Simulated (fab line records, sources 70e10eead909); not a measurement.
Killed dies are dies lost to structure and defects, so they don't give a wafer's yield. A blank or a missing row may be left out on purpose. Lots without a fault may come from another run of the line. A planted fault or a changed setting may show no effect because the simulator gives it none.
Which tool did it? | flow nand_harc | 6 lots, 18 wafers sampled, at 5 steps of a route of 1302

WHAT THE GAUGES READ, wafer by wafer
NHARC_END_SORT_01.
lot  | measured     | on        | killed_at_array
L839 | day 31 01:50 | prober-01 | 62 64 53
L840 | day 31 23:44 | prober-01 | 86 81 70

WHICH TOOL RAN EACH LOT (tool, then ch and the chambers of the sampled wafers, then the start)
lot  | NHARC_A_WL_FILL_ALD_02              | NHARC_A_WL_FILL_ETCHBACK_04       | NHARC_A_WL_FILL_ETCHBACK_05       | NHARC_A_WL_FILL_ALD_10
L824 | ald_metal-03 ch 1,2,3, day 20 18:07 | rie_metal-02 ch 0,1, day 20 18:53 | rie_metal-02 ch 0,1, day 20 19:05 | ald_hk-02 ch 2,3, day 21 00:36
L832 | ald_metal-03 ch 0,1,3, day 24 11:29 | rie_metal-03 ch 0,1, day 24 12:16 | rie_metal-03 ch 0,1, day 24 12:30 | ald_hk-04 ch 0,1,3, day 24 19:05
L839 | ald_metal-01 ch 1,3, day 26 14:53   | rie_metal-02 ch 0,1, day 26 15:46 | rie_metal-02 ch 0,1, day 26 15:59 | ald_hk-02 ch 0,1,3, day 27 01:14
L840 | ald_metal-03 ch 1,2,3, day 27 22:02 | rie_metal-01 ch 0,1, day 27 22:43 | rie_metal-01 ch 0,1, day 27 22:59 | ald_hk-02 ch 0,3, day 28 05:46
L842 | ald_metal-01 ch 0,3, day 28 03:28   | rie_metal-01 ch 0,1, day 28 04:26 | rie_metal-01 ch 0,1, day 28 04:40 | ald_hk-04 ch 0,2,3, day 28 10:23
L846 | ald_metal-01 ch 2,3, day 30 04:10   | rie_metal-02 ch 0,1, day 30 05:03 | rie_metal-02 ch 0,1, day 30 05:15 | ald_hk-04 ch 1,2,3, day 30 11:47
- NHARC_A_WL_FILL_ALD_02: deposits TiN, target thk 2 nm, pulse time 3 s, ald cycles 100.
- NHARC_A_WL_FILL_ETCHBACK_04: etches the open film in NF3, target depth 60 nm, time 120 s.
- NHARC_A_WL_FILL_ETCHBACK_05: etches the open film in Cl2/BCl3, target depth 22 nm, time 60 s.
- NHARC_A_WL_FILL_ALD_10: deposits SiO2, target thk 50 nm, pulse time 10 s, ald cycles 500.

THE ANSWER, worked out from the rows above alone
Rule: what is usual is taken from the lots themselves. Put in order of their means at a reading, lots are off if they are a third of the lots or fewer, leave a main group of 4 or more, and stand apart from it by a gap of 3 or more times the standard deviation of the main group's means; of several such gaps the widest counts. A main group whose means are all the same, to the digits that the tables above print for the reading, isn't used. A lot without any number at a reading at which 4 lots or more have one is off too. The other lots that the step has rows for count as sound.
No lot is off at any reading shown: from this, nothing can be told.

WHAT THE SIMULATOR HAD PUT IN
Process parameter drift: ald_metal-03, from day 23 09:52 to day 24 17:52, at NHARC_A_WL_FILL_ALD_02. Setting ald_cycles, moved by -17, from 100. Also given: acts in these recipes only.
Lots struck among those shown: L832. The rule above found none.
